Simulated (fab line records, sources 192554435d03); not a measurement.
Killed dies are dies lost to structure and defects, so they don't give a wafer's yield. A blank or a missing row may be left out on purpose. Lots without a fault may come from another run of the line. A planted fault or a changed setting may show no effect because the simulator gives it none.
One fault seen from 3 desks | flow n5_finfet | each desk has only its own numbers; what lay behind them comes last

THE METROLOGY DESK
What the gauges read, lot by lot, whatever tool the lot ran on: means of the sampled wafers that have a number. A lot is out of limits, marked OUT, if its mean lies more than 4 standard deviations from the usual mean; the brackets give that distance.
Columns: A = trench_depth_nm at N5_BEOL_M8_OCD_MEAS_38, usual 94.6 nm; B = M8_RS at N5_BEOL_M8_RS_MEAS_57, usual 0.280 ohm/sq
lot  | first seen here | A    | B
L245 | day 9 16:38     | 94.2 | 0.278
L246 | day 9 17:35     | 95.9 | 0.274
L249 | day 10 04:16    | 96.8 | 0.269
L247 | day 10 12:53    | 95.5 | 0.277
L252 | day 10 18:29    | 94.3 | 0.276
L251 | day 10 22:10    | 93.3 | 0.285
L253 | day 11 07:41    | 95.3 | 0.276
L254 | day 11 13:04    | 95.6 | 0.277
L255 | day 11 20:13    | 96.1 | 0.277
L258 | day 12 08:23    | 94.9 | 0.277
L257 | day 12 18:56    | 96.0 | 0.273
L261 | day 13 09:05    | 94.9 | 0.284
L266 | day 14 15:40    | 93.6 | 0.289
This desk's finding: nothing out of limits on any of the 13 lots.

THE TOOL OWNER'S DESK: litho_track-03
The tool's own readings at N5_BEOL_M9_COAT_05 (resist thk 90 nm): means of the sampled wafers that have a number, for each lot that ran on this tool. A lot is out of limits, marked OUT, if its mean lies more than 4 standard deviations from the usual mean; the brackets give that distance.
Columns: A = spin_speed_rpm at N5_BEOL_M9_COAT_05, usual 1500.1 rpm
lot  | first seen here | A
L249 | day 10 10:28    | 1501.0
L247 | day 10 19:12    | 1500.9
L252 | day 10 22:44    | 1500.0
L251 | day 11 02:06    | 1498.5
L255 | day 12 02:48    | 1499.1
L258 | day 12 14:05    | 1497.6
L257 | day 13 00:34    | 1561.5 (+56) OUT
L261 | day 13 16:40    | 1561.9 (+56) OUT
This desk's finding: out of limits on L257, L261; first on L257, day 13 00:34 (spin_speed_rpm at N5_BEOL_M9_COAT_05). In limits: L249, L247, L252, L251, L255, L258.

THE DEFECT DESK
What the inspections along the route counted, lot by lot: means of the sampled wafers that have a number. A lot is out of limits, marked OUT, if its mean lies more than 4 standard deviations from the usual mean; the brackets give that distance.
Columns: A = raw_defect_count at N5_BEOL_M8_INSPECT_58, usual 75
lot  | first seen here | A
L245 | day 9 20:11     | 54
L246 | day 9 21:08     | 129
L249 | day 10 08:48    | 70
L247 | day 10 16:24    | 51
L252 | day 10 21:09    | 93
L251 | day 11 00:45    | 78
L253 | day 11 11:16    | 66
L254 | day 11 16:08    | 77
L255 | day 11 23:47    | 52
L258 | day 12 12:35    | 67
L257 | day 12 22:50    | 91
L261 | day 13 11:20    | 47
L266 | day 14 18:32    | 81
This desk's finding: nothing out of limits on any of the 13 lots.

PUT TOGETHER
The tool owner's desk could have raised an alarm at day 13 00:34, on L257, L261.
The metrology desk saw nothing out of limits.
The defect desk saw nothing out of limits.
The metrology desk has L257, L261 on record, within its limits.
The defect desk has L257, L261 on record, within its limits.
Of the lots named, all ran N5_BEOL_M9_COAT_05 on litho_track-03.

WHAT THE SIMULATOR HAD PUT IN
Process parameter drift: litho_track-03, from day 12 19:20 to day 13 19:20, at N5_BEOL_M9_COAT_05. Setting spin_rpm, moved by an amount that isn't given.
Lots struck among those shown: L257, L261.
Hours from the fault's start to each desk's first reading out of limits: the tool owner's desk, 5.
